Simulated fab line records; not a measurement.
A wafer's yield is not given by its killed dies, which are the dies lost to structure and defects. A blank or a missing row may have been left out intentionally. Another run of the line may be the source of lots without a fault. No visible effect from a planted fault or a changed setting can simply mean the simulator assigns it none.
fab line records | flow n5-finfet
record lots=10 wafers=30 last-day=22
route steps=1938 shown WELL_APT@48 BEOL_M4@1091 PASSIVATION@1936
lots that met no fault: taken from a fault-free run of the same line
start-h: the number of hours between the record's first day and the start of the first shown wafer of the lot | wait-h: hours from the lot's prior step to this one | " as in the row above | L1.1+2: a single row standing in for several wafers | - no value present, or no start provided | * or withheld: withheld | < > ~ a bound
route shown NAME@n: a module of which the file shows steps, and the number in the route of the first | usual: mean/standard deviation of fault-free wafers | same: alike in all rows | chamber/n: place in a boat | sites: the reading at each site | _std_site: standard deviation across them | _edge_site: outer sites' mean less inner sites' | radius-mm: for every site, how far away it sits from the centre of the wafer | mask NAME#n: copy n | behind: the last tool/chamber to shape the wafer | hold: cause of the lot's hold/its duration in hours/its outcome | device: transistor that didn't switch, given as n, p or np | end of line: the same wafers' tests at the end of the route | for a step that has no rows: nothing shown but its recipe | killed: the dies lost at the first sort to structure and to defects; this is not the yield of the wafer | map: shows each die of a wafer: x if killed, . if not, _ if none is there
set.NAME: setting as actually run; set.NAME@STEP: the setting as run at that earlier step | model.NAME: the simulator's own value behind a step, which no gauge read
route steps across a sampled set of lots; one table per step, one row per wafer
services: when a tool's chamber went out of use (start-h, in hours from the record's first day, below 0 if earlier), for how many hours, and the reason
## steps
# step N5_WELL_APT_IMPLANT_32
# recipe species=BF2 energy-kev=50 dose-cm2=2e+13 tilt-deg=0 rotation-deg=0
# usual beam-on-s=9.98/0.19
# columns lot.wafer tool chamber start-h wait-h beam-on-s
L797.1 implanter-02 0 15.71 0.1 10.24
L797.3 " 0 " " 10.19
L797.5 " 0 " " 10.31
L799.4 implanter-02 0 27.73 0.1 10.10
L799.5 " 0 " " 9.79
L799.6 " 0 " " 10.16
L800.1 implanter-02 0 33.31 0.1 9.79
L800.4 " 0 " " 10.00
L800.6 " 0 " " 10.07
L801.4 implanter-02 0 39.41 0.1 9.80
L801.5 " 0 " " 10.05
L801.6 " 0 " " 10.02
L802.1 implanter-02 0 45.24 0.1 9.77
L802.3 " 0 " " 9.74
L802.4 " 0 " " 10.00
L804.1 implanter-02 0 57.18 0.1 10.09
L804.2 " 0 " " 9.99
L804.4 " 0 " " 10.28
L805.1 implanter-02 0 63.24 0.1 9.73
L805.3 " 0 " " 10.09
L805.6 " 0 " " 9.72
L808.1 implanter-01 0 81.66 0.1 9.84
L808.2 " 0 " " 10.06
L808.6 " 0 " " 9.78
L816.1 implanter-01 0 129.79 0.1 10.10
L816.4 " 0 " " 9.88
L816.5 " 0 " " 9.72
L817.1 implanter-02 0 135.78 0.1 10.01
L817.5 " 0 " " 10.00
L817.6 " 0 " " 9.80
# step N5_BEOL_M4_ANNEAL_87
# recipe temp-c=400 time-s=240 ambient=vacuum
# usual heater-power-w=797/73
# columns lot.wafer tool chamber start-h wait-h heater-power-w
L797.1 pvd-sputter-02 - 193.97 0.0 793
L797.3 " - " " 930
L797.5 " - " " 906
L800.1 pvd-sputter-01 - 217.63 0.0 714
L800.4 " - " " 821
L800.6 " - " " 708
L799.4 pvd-sputter-01 - 226.27 0.0 713
L799.5 " - " " 700
L799.6 " - " " 816
L801.4 pvd-sputter-01 - 235.79 0.0 843
L801.5 " - " " 722
L801.6 " - " " 817
L802.1 pvd-sputter-01 - 248.08 0.0 714
L802.3 " - " " 825
L802.4 " - " " 711
L804.1 pvd-sputter-01 - 287.27 0.0 796
L804.2 " - " " 710
L804.4 " - " " 825
L808.1 pvd-sputter-03 - 321.98 0.0 770
L808.2 " - " " 876
L808.6 " - " " 874
L817.1 pvd-sputter-01 - 387.94 0.0 721
L817.5 " - " " 804
L817.6 " - " " 728
L816.1 pvd-sputter-02 - 389.13 0.0 729
L816.4 " - " " 915
L816.5 " - " " 869
L805.1 pvd-sputter-02 - 397.50 0.0 855
L805.3 " - " " 723
L805.6 " - " " 864
# step N5_BEOL_M4_SPUTTER_88
# recipe material=Cu target-thk-a=45 temp-c=-20 chamber-pressure-pa=0.07 power-w=withheld time-s=8.29
# usual chuck-sensor-temp-C=-16.2/0.64 substrate-temp-c=-20.02/0.096 throttle-valve-pct=29.5/1
# columns lot.wafer tool chamber start-h wait-h chuck-sensor-temp-C substrate-temp-c throttle-valve-pct
L797.1 pvd-sputter-02 - 194.11 0.1 -16.7 -19.94 28.7
L797.3 " - " " -18.0 -20.01 31.0
L797.5 " - " " -18.0 -20.07 30.9
L800.1 pvd-sputter-01 - 217.77 0.1 -15.4 -20.11 30.0
L800.4 " - " " -15.9 -20.24 29.7
L800.6 " - " " -16.5 -20.12 31.5
L799.4 pvd-sputter-01 - 226.41 0.1 -16.6 -20.11 31.3
L799.5 " - " " -16.5 -19.95 31.3
L799.6 " - " " -16.1 -20.07 28.7
L801.4 pvd-sputter-01 - 235.93 0.1 -16.1 -20.15 29.5
L801.5 " - " " -15.5 -20.08 30.0
L801.6 " - " " -16.1 -20.07 28.3
L802.1 pvd-sputter-01 - 248.22 0.1 -16.5 -19.87 31.5
L802.3 " - " " -15.9 -20.02 29.3
L802.4 " - " " -15.1 -19.96 30.1
L804.1 pvd-sputter-01 - 287.41 0.1 -15.8 -19.90 29.4
L804.2 " - " " -16.6 -20.09 31.6
L804.4 " - " " -16.0 -20.13 28.4
L808.1 pvd-sputter-03 - 322.12 0.1 -15.8 -20.10 29.4
L808.2 " - " " -16.2 -20.00 29.2
L808.6 " - " " -16.4 -19.86 29.4
L817.1 pvd-sputter-01 - 388.08 0.1 -15.2 -20.00 30.1
L817.5 " - " " -16.0 -20.03 29.2
L817.6 " - " " -15.4 -20.02 30.2
L816.1 pvd-sputter-02 - 389.27 0.1 -16.0 -19.78 28.9
L816.4 " - " " -17.9 -20.07 30.9
L816.5 " - " " -16.1 -20.15 30.1
L805.1 pvd-sputter-02 - 397.64 0.1 -16.1 -19.77 29.9
L805.3 " - " " -16.0 -20.05 29.0
L805.6 " - " " -16.3 -19.92 30.0
# step N5_BEOL_M4_ANNEAL_91
# recipe temp-c=400 time-s=240 ambient=vacuum
# usual heater-power-w=800/74
# columns lot.wafer tool chamber start-h wait-h heater-power-w
L797.1 pvd-sputter-02 - 194.41 0.0 783
L797.3 " - " " 939
L797.5 " - " " 965
L800.1 pvd-sputter-01 - 218.07 0.0 735
L800.4 " - " " 824
L800.6 " - " " 709
L799.4 pvd-sputter-01 - 226.71 0.0 705
L799.5 " - " " 734
L799.6 " - " " 810
L801.4 pvd-sputter-01 - 236.23 0.0 816
L801.5 " - " " 737
L801.6 " - " " 795
L802.1 pvd-sputter-01 - 248.52 0.0 704
L802.3 " - " " 841
L802.4 " - " " 735
L804.1 pvd-sputter-01 - 287.71 0.0 850
L804.2 " - " " 736
L804.4 " - " " 797
L808.1 pvd-sputter-03 - 322.42 0.0 765
L808.2 " - " " 896
L808.6 " - " " 901
L817.1 pvd-sputter-01 - 388.38 0.0 717
L817.5 " - " " 859
L817.6 " - " " 707
L816.1 pvd-sputter-02 - 389.57 0.0 716
L816.4 " - " " 944
L816.5 " - " " 881
L805.1 pvd-sputter-02 - 397.94 0.0 867
L805.3 " - " " 729
L805.6 " - " " 864
# step N5_BEOL_M4_RC_MEAS_101
# usual CJ_N=4.34/0.095 DIBL_N=36.3/1.1 DIBL_P=36.3/1.4 IOFF_N=0.155/0.019 IOFF_N_85C=3.0/0.33 IOFF_N_LIN=0.073/0.0076 IOFF_P=0.211/0.027 ION_N=672/8.5 ION_P=462/5.8 RS_PWELL=3008/26 SS_N=71.5/0.56 SS_P=73.3/0.52 VT_N=249.9/2.5 VT_N_LVT=98.6/2.4 VT_P=-249.8/2.8
# columns lot.wafer tool chamber start-h wait-h CJ_N DIBL_N[mV/V] DIBL_P[mV/V] IOFF_N[nA/um] IOFF_N_85C[nA/um] IOFF_N_LIN[nA/um] IOFF_P[nA/um] ION_N[uA/um] ION_P[uA/um] RS_PWELL[ohm/sq] SS_N[mV/dec] SS_P[mV/dec] VT_N[mV] VT_N_LVT[mV] VT_P[mV]
L797.1 prober-01 0 196.11 0.0 4.25 39.0 37.5 0.173 3.3 0.078 0.234 668 458 2975 72.5 74.6 250.1 98.3 -247.6
L797.3 " 0 " " 4.25 36.3 36.0 0.139 2.7 0.068 0.203 675 463 2967 70.9 73.4 250.3 99.2 -250.4
L797.5 " 0 " " 4.29 36.8 35.1 0.135 2.7 0.064 0.192 670 453 3002 72.2 73.6 253.8 101.6 -255.3
L800.1 prober-01 0 219.84 0.0 4.24 35.0 36.1 0.126 2.5 0.061 0.198 669 459 3027 70.9 72.1 255.9 104.8 -249.1
L800.4 " 0 " " 4.20 35.6 37.4 0.148 2.9 0.070 0.235 679 473 3041 71.3 73.1 248.9 98.8 -247.1
L800.6 " 0 " " 4.20 36.1 37.8 0.149 2.9 0.068 0.227 668 458 2990 71.5 72.3 251.6 101.4 -248.8
L799.4 prober-01 0 228.86 0.5 4.09 35.6 36.9 0.152 3.1 0.074 0.178 669 451 2987 71.1 73.6 248.7 95.7 -253.7
L799.5 " 0 " " 4.25 34.9 35.4 0.134 2.8 0.068 0.170 670 456 3005 71.3 73.3 249.2 98.1 -252.4
L799.6 " 0 " " 4.22 35.7 35.9 0.153 3.1 0.073 0.178 671 455 2987 72.0 73.3 251.5 97.3 -253.4
L801.4 prober-01 0 238.37 0.5 4.31 37.2 37.1 0.172 3.3 0.080 0.244 676 472 3024 71.9 73.9 248.4 97.6 -244.4
L801.5 " 0 " " 4.29 36.5 36.6 0.161 3.1 0.075 0.243 672 467 3065 71.8 73.0 247.0 98.6 -247.3
L801.6 " 0 " " 4.31 35.9 35.2 0.140 2.8 0.066 0.227 669 469 3023 71.0 72.7 252.1 103.0 -248.4
L802.1 prober-01 0 250.22 0.0 4.51 36.3 36.4 0.166 3.2 0.077 0.199 684 462 3030 71.2 73.6 248.7 97.3 -252.6
L802.3 " 0 " " 4.47 34.8 33.7 0.135 2.6 0.066 0.167 677 463 3043 71.3 72.6 252.9 100.5 -251.8
L802.4 " 0 " " 4.53 36.3 35.6 0.171 3.2 0.078 0.199 691 465 3033 71.8 73.6 248.2 97.8 -250.2
L804.1 prober-02 0 289.57 0.0 4.38 36.7 37.0 0.177 3.6 0.084 0.217 689 466 3014 71.6 74.0 250.4 95.6 -248.3
L804.2 " 0 " " 4.21 37.7 37.7 0.182 3.6 0.086 0.223 677 459 3026 72.3 73.2 245.9 94.7 -247.1
L804.4 " 0 " " 4.39 36.1 34.9 0.156 3.1 0.074 0.183 670 456 3013 71.0 73.2 249.7 97.7 -251.6
L808.1 prober-01 0 324.10 0.0 4.39 37.2 36.9 0.151 3.0 0.070 0.183 670 455 2995 71.2 73.8 251.3 97.3 -253.2
L808.2 " 0 " " 4.45 38.5 38.1 0.178 3.4 0.076 0.206 664 452 2986 72.3 73.0 250.4 96.8 -249.8
L808.6 " 0 " " 4.29 36.4 36.1 0.139 2.8 0.065 0.181 658 447 2966 71.2 73.0 253.2 99.7 -252.0
L817.1 prober-02 0 390.06 0.0 1.96 68.3 36.4 4.200 48.4 0.275 0.210 702 466 1890 106.7 72.9 242.5 93.7 -250.0
L817.5 " 0 " " 1.95 60.9 40.9 2.958 36.7 0.272 0.301 724 479 1881 96.2 74.0 236.4 87.3 -244.8
L817.6 " 0 " " 1.96 67.8 37.2 4.553 52.0 0.301 0.236 703 471 1890 105.3 73.1 238.8 90.7 -247.0
L816.1 prober-02 0 391.34 0.0 1.95 68.5 36.8 4.477 50.6 0.288 0.218 704 467 1908 106.5 73.0 241.0 90.1 -247.3
L816.4 " 0 " " 1.94 63.4 37.5 3.345 40.1 0.251 0.219 710 468 1868 100.6 72.6 242.8 89.8 -248.5
L816.5 " 0 " " 1.94 64.6 35.6 3.368 40.1 0.241 0.199 691 463 1899 103.7 73.0 242.5 91.6 -250.6
L805.1 prober-02 0 399.64 0.0 4.45 35.6 35.6 0.134 2.6 0.064 0.184 670 460 2993 71.4 73.3 250.1 101.3 -253.3
L805.3 " 0 " " 4.33 35.7 36.2 0.138 2.7 0.065 0.190 664 463 3015 71.3 72.7 251.8 100.0 -253.4
L805.6 " 0 " " 4.38 36.2 36.6 0.144 2.8 0.068 0.195 668 461 2999 71.4 73.2 250.7 98.7 -251.7
# step N5_PASSIVATION_PROBE_49
# usual defect-limited-yield=91.4/1.2 killed_at_M0_to_M3=34/10 killed_at_M4_up=14/5.1 killed-at-contacts=12/6.4 killed-at-front-end=38/9.3 killed-at-other=4/3 killed-dies=102/15 killed-open=67/12 killed-short=33/6.9 sort_bin_4_leakage=0/0 sort_bin_5_function=5.0/0.86 sort_bin_6_memory=3.2/0.58 sort-n-pass=1078/15 sort-yield-pct=91.4/1.2
# same gross-dies=1180 killed-at-back-side=0 sort_bin_8_speed[%]=0
# columns lot.wafer tool chamber start-h wait-h defect-limited-yield[%] killed_at_M0_to_M3 killed_at_M4_up killed-at-contacts killed-at-front-end killed-at-other killed-dies killed-open killed-short sort_bin_4_leakage[%] sort_bin_5_function[%] sort_bin_6_memory[%] sort-n-pass sort-yield-pct[%]
L799.4 prober-01 - 337.80 0.2 91.7 48 14 8 25 3 98 68 26 0 4.7 3.2 1082 91.7
L799.5 prober-01 - 337.85 0.2 90.3 42 24 6 39 3 114 74 39 0 6.1 3.2 1066 90.3
L799.6 prober-01 - 337.90 0.3 88.6 52 20 3 59 1 135 85 44 0 6.4 4.5 1045 88.6
L802.1 prober-02 - 349.05 0.0 90.7 48 16 14 28 4 110 72 34 0 5.4 3.3 1070 90.7
L802.3 prober-02 - 349.15 0.1 91.9 31 10 14 37 3 95 60 32 0 4.6 3.2 1085 91.9
L802.4 prober-02 - 349.20 0.2 92.5 33 12 7 36 1 89 59 30 0 4.5 2.9 1091 92.5
L804.1 prober-01 - 388.53 0.0 91.6 29 13 21 32 4 99 71 27 0 5.3 2.8 1081 91.6
L804.2 prober-01 - 388.58 0.1 92.3 28 9 21 30 3 91 63 25 0 4.8 2.8 1089 92.3
L804.4 prober-01 - 388.68 0.2 90.8 38 7 31 30 2 108 75 32 0 4.7 4.1 1072 90.8
L808.1 prober-01 - 435.03 0.0 91.0 44 18 18 23 3 106 68 36 0 5.8 3.1 1074 91.0
L808.2 prober-01 - 435.08 0.1 91.9 35 10 18 28 4 95 70 25 0 4.7 3.2 1085 91.9
L808.6 prober-01 - 435.28 0.3 90.4 34 19 10 46 4 113 71 40 0 5.7 3.4 1067 90.4
L817.1 prober-01 - 508.95 0.0 91.9 21 8 7 56 3 95 73 20 91.95 4.7 3.2 0 0
L817.5 prober-01 - 509.15 0.2 91.9 18 11 3 50 14 96 59 34 91.86 4.5 3.5 0 0
L817.6 prober-01 - 509.20 0.3 91.1 14 10 22 53 6 105 64 35 91.10 5.8 3.0 0 0
L805.1 prober-01 - 517.10 0.0 91.4 26 21 16 35 3 101 61 36 0 4.7 3.1 1079 91.4
L805.3 prober-01 - 517.20 0.1 93.1 22 11 8 39 2 82 57 24 0 3.9 2.7 1098 93.1
L805.6 prober-01 - 517.35 0.3 93.5 18 9 9 35 6 77 53 24 0 4.1 2.4 1103 93.5
L816.1 prober-01 - 522.26 0.0 91.2 42 11 21 29 1 104 68 35 91.19 5.2 3.4 0 0
L816.4 prober-01 - 522.41 0.2 91.7 34 11 13 37 3 98 59 36 91.69 4.2 3.6 0 0
L816.5 prober-01 - 522.46 0.2 91.0 37 8 33 28 0 106 76 29 91.02 4.8 3.7 0 0
# killed by level:class
L799.4 BEOL_M0_SAQP:geometric-particle:open=14 FIN_SAQP:geometric-particle:open=12 BEOL_M0_SAQP:geometric-particle:short=12 BEOL_M3:geometric-particle:open=11 MOL_CONTACT_COAG:geometric-particle:open=7 BEOL_M1:geometric-particle:open=4 BEOL_M2:geometric-particle:open=4 DUMMY_GATE:geometric-particle:open=3
L799.5 FIN_SAQP:geometric-particle:open=18 BEOL_M0_SAQP:geometric-particle:short=11 BEOL_M4:geometric-particle:open=10 BEOL_M0_SAQP:geometric-particle:open=8 BEOL_M3:geometric-particle:open=7 GATE_CUT:geometric-particle:short=6 FIN_SAQP:geometric-particle:short=5 MOL_CONTACT_COAG:geometric-particle:open=5
L799.6 BEOL_M0_SAQP:geometric-particle:open=16 BEOL_M0_SAQP:geometric-particle:short=15 FIN_SAQP:geometric-particle:open=14 STI_FIN_REVEAL:geometric-particle:open=12 FIN_SAQP:geometric-particle:short=8 BEOL_M4:geometric-particle:open=8 BEOL_M3:geometric-particle:open=8 DUMMY_GATE:geometric-particle:open=6
L802.1 BEOL_M2:geometric-particle:open=20 MOL_CONTACT_COAG:geometric-particle:open=13 BEOL_M4:geometric-particle:open=10 FIN_SAQP:geometric-particle:short=9 BEOL_M0_SAQP:geometric-particle:short=8 BEOL_M3:geometric-particle:open=6 BEOL_M2:geometric-particle:short=5 DUMMY_GATE:geometric-particle:open=4
L802.3 MOL_CONTACT_COAG:geometric-particle:open=11 BEOL_M3:geometric-particle:open=9 STI_FIN_REVEAL:geometric-particle:open=7 GATE_CUT:geometric-particle:short=5 BEOL_M2:geometric-particle:open=5 DUMMY_GATE:geometric-particle:open=4 BEOL_M0_SAQP:geometric-particle:short=4 BEOL_M3:geometric-particle:short=4
L802.4 DUMMY_GATE:geometric-particle:open=8 FIN_SAQP:geometric-particle:short=7 BEOL_M2:geometric-particle:open=7 ILD0:geometric-particle:short=6 BEOL_M3:geometric-particle:open=6 BEOL_M0_SAQP:geometric-particle:open=6 STI_FIN_REVEAL:geometric-particle:open=5 MOL_CONTACT_COAG:geometric-particle:open=5
L804.1 MOL_CONTACT_COAG:geometric-particle:open=17 FIN_SAQP:geometric-particle:open=11 BEOL_M0_SAQP:geometric-particle:open=11 BEOL_M0_SAQP:geometric-particle:short=7 BEOL_M4:geometric-particle:open=7 STARTING-WAFER:geometric-particle:open=7 GATE_CUT:geometric-particle:short=6 BEOL_M1:geometric-particle:open=5
L804.2 MOL_CONTACT_COAG:geometric-particle:open=16 BEOL_M1:geometric-particle:open=7 BEOL_M2:geometric-particle:open=7 DUMMY_GATE:geometric-particle:open=6 BEOL_M0_SAQP:geometric-particle:short=5 STI_FIN_REVEAL:geometric-particle:open=5 GATE_CUT:geometric-particle:short=5 MOL_CONTACT_COAG:geometric-particle:short=5
L804.4 MOL_CONTACT_COAG:geometric-particle:open=26 BEOL_M0_SAQP:geometric-particle:short=11 BEOL_M0_SAQP:geometric-particle:open=10 BEOL_M2:geometric-particle:open=8 GATE_CUT:geometric-particle:open=6 STI_FIN_REVEAL:geometric-particle:open=5 MOL_CONTACT_COAG:geometric-particle:short=5 FIN_SAQP:geometric-particle:short=4
L808.1 MOL_CONTACT_COAG:geometric-particle:open=16 BEOL_M0_SAQP:geometric-particle:short=16 BEOL_M0_SAQP:geometric-particle:open=12 BEOL_M4:geometric-particle:open=8 BEOL_M1:geometric-particle:open=7 BEOL_M3:geometric-particle:open=6 FIN_SAQP:geometric-particle:open=4 FIN_SAQP:geometric-particle:short=4
L808.2 MOL_CONTACT_COAG:geometric-particle:open=14 BEOL_M2:geometric-particle:open=10 BEOL_M3:geometric-particle:open=8 BEOL_M0_SAQP:geometric-particle:open=7 BEOL_M1:geometric-particle:open=7 FIN_SAQP:geometric-particle:open=5 FIN_SAQP:geometric-particle:short=5 STI_FIN_REVEAL:geometric-particle:open=5
L808.6 FIN_SAQP:geometric-particle:short=13 BEOL_M4:geometric-particle:open=11 BEOL_M0_SAQP:geometric-particle:open=9 MOL_CONTACT_COAG:geometric-particle:open=9 FIN_SAQP:geometric-particle:open=8 BEOL_M0_SAQP:geometric-particle:short=6 BEOL_M1:geometric-particle:open=6 STARTING-WAFER:geometric-particle:short=5
L817.1 STI_FIN_REVEAL:geometric-particle:open=24 BEOL_M1:geometric-particle:open=10 MOL_CONTACT_COAG:geometric-particle:open=7 FIN_SAQP:geometric-particle:open=5 GATE_CUT:geometric-particle:short=5 STARTING-WAFER:geometric-particle:open=5 FIN_SAQP:geometric-particle:short=4 DUMMY_GATE:geometric-particle:open=3
L817.5 FIN_SAQP:geometric-particle:open=11 FIN_SAQP:geometric-particle:short=11 STI_FIN_REVEAL:geometric-particle:open=9 BEOL_M2:geometric-particle:open=8 DUMMY_GATE:geometric-particle:open=4 BEOL_M3:geometric-particle:open=4 PAD_METAL:geometric-particle:short=4 SPACER0:geometric-particle:open=3
L817.6 STI_FIN_REVEAL:geometric-particle:open=16 MOL_CONTACT_COAG:geometric-particle:open=13 MOL_CONTACT_COAG:geometric-particle:short=6 SPACER0:geometric-particle:short=5 GATE_CUT:geometric-particle:short=5 BEOL_M2:geometric-particle:open=4 STARTING-WAFER:geometric-particle:short=4 STARTING-WAFER:geometric-particle:open=4
L805.1 BEOL_M4:geometric-particle:open=12 MOL_CONTACT_COAG:geometric-particle:open=10 STI_FIN_REVEAL:geometric-particle:open=8 GATE_CUT:geometric-particle:short=7 FIN_SAQP:geometric-particle:short=6 MOL_CONTACT_COAG:geometric-particle:short=6 BEOL_M0_SAQP:geometric-particle:short=6 BEOL_M2:geometric-particle:open=5
L805.3 BEOL_M2:geometric-particle:open=11 STI_FIN_REVEAL:geometric-particle:open=10 FIN_SAQP:geometric-particle:open=9 FIN_SAQP:geometric-particle:short=7 MOL_CONTACT_COAG:geometric-particle:open=7 BEOL_M0_SAQP:geometric-particle:open=3 BEOL_M0_SAQP:geometric-particle:short=3 BEOL_M2:geometric-particle:short=3
L805.6 STI_FIN_REVEAL:geometric-particle:open=10 MOL_CONTACT_COAG:geometric-particle:open=8 FIN_SAQP:geometric-particle:short=7 FIN_SAQP:geometric-particle:open=5 BEOL_M2:geometric-particle:open=5 GATE_CUT:geometric-particle:short=4 BEOL_M0_SAQP:geometric-particle:open=4 DUMMY_GATE:geometric-particle:open=3
L816.1 MOL_CONTACT_COAG:geometric-particle:open=17 BEOL_M0_SAQP:geometric-particle:open=10 STI_FIN_REVEAL:geometric-particle:open=10 BEOL_M0_SAQP:geometric-particle:short=10 BEOL_M3:geometric-particle:open=7 GATE_CUT:geometric-particle:short=5 FIN_SAQP:geometric-particle:open=4 BEOL_M5:geometric-particle:open=4
L816.4 BEOL_M2:geometric-particle:open=10 MOL_CONTACT_COAG:geometric-particle:open=9 FIN_SAQP:geometric-particle:open=6 GATE_CUT:geometric-particle:open=6 FIN_SAQP:geometric-particle:short=5 BEOL_M0_SAQP:geometric-particle:short=5 STARTING-WAFER:geometric-particle:short=5 GATE_CUT:geometric-particle:short=4
L816.5 MOL_CONTACT_COAG:geometric-particle:open=27 BEOL_M2:geometric-particle:open=14 FIN_SAQP:geometric-particle:short=7 MOL_CONTACT_COAG:geometric-particle:short=6 BEOL_M0_SAQP:geometric-particle:short=6 BEOL_M0:geometric-particle:open=5 BEOL_M3:geometric-particle:open=5 FIN_SAQP:geometric-particle:open=4
## services
# columns tool chamber start-h hours kind
pvd-sputter-02 - -1.86 5.9 repair
pvd-sputter-03 - 27.20 2.6 repair
implanter-01 - 60.78 0.6 repair
implanter-02 - 87.96 7.6 repair
pvd-sputter-02 - 106.49 1.0 repair
pvd-sputter-03 - 118.46 0.5 repair
implanter-02 - 131.68 3.4 pm
pvd-sputter-01 - 138.92 4.7 repair
implanter-02 - 139.94 3.0 repair
pvd-sputter-02 - 163.68 5.1 repair
implanter-02 - 167.21 8.9 pm
implanter-02 - 192.09 3.5 repair
implanter-01 - 229.79 3.3 repair
implanter-01 - 271.54 10.1 repair
pvd-sputter-03 - 273.75 1.9 repair
implanter-01 - 310.96 1.9 repair
implanter-01 - 357.87 2.7 repair
implanter-01 - 360.87 2.4 pm
pvd-sputter-03 - 368.86 6.0 repair
## key
first-sign step=N5_BEOL_M4_RC_MEAS_101 reading=IOFF_N direction=up sigmas=99+ usual=0.155 struck=3.817
effect step=N5_BEOL_M4_RC_MEAS_101 reading=IOFF_N_85C direction=up sigmas=99+ usual=3.0 struck=44.6
effect step=N5_BEOL_M4_RC_MEAS_101 reading=SS_N direction=up sigmas=57 usual=71.5 struck=103.2
effect step=N5_BEOL_M4_RC_MEAS_101 reading=RS_PWELL direction=down sigmas=42 usual=3008 struck=1889
effect step=N5_BEOL_M4_RC_MEAS_101 reading=DIBL_N direction=up sigmas=26 usual=36.3 struck=65.6
effect step=N5_BEOL_M4_RC_MEAS_101 reading=IOFF_N_LIN direction=up sigmas=26 usual=0.073 struck=0.271
effect step=N5_BEOL_M4_RC_MEAS_101 reading=CJ_N direction=down sigmas=25 usual=4.34 struck=1.95
effect step=N5_BEOL_M4_RC_MEAS_101 reading=ION_N direction=up sigmas=4 usual=672 struck=706
effect step=N5_BEOL_M4_RC_MEAS_101 reading=VT_N direction=down sigmas=3.7 usual=249.9 struck=240.7
effect step=N5_BEOL_M4_RC_MEAS_101 reading=VT_N_LVT direction=down sigmas=3.3 usual=98.6 struck=90.5
effect step=N5_PASSIVATION_PROBE_49 reading=sort_bin_4_leakage direction=up sigmas=99+ usual=0 struck=91.47
met-at N5_WELL_APT_IMPLANT_32
struck-lots L816,L817
not-acting-at N5_BEOL_M4_ANNEAL_87,N5_BEOL_M4_SPUTTER_88,N5_BEOL_M4_ANNEAL_91
onset-between 81.66 129.79
fault kind=wrong-recipe-download tool=implanter-01,implanter-02 chamber=- onset-h=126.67 steps=N5_WELL_APT_IMPLANT_32 wrong-recipe.not-listed=1
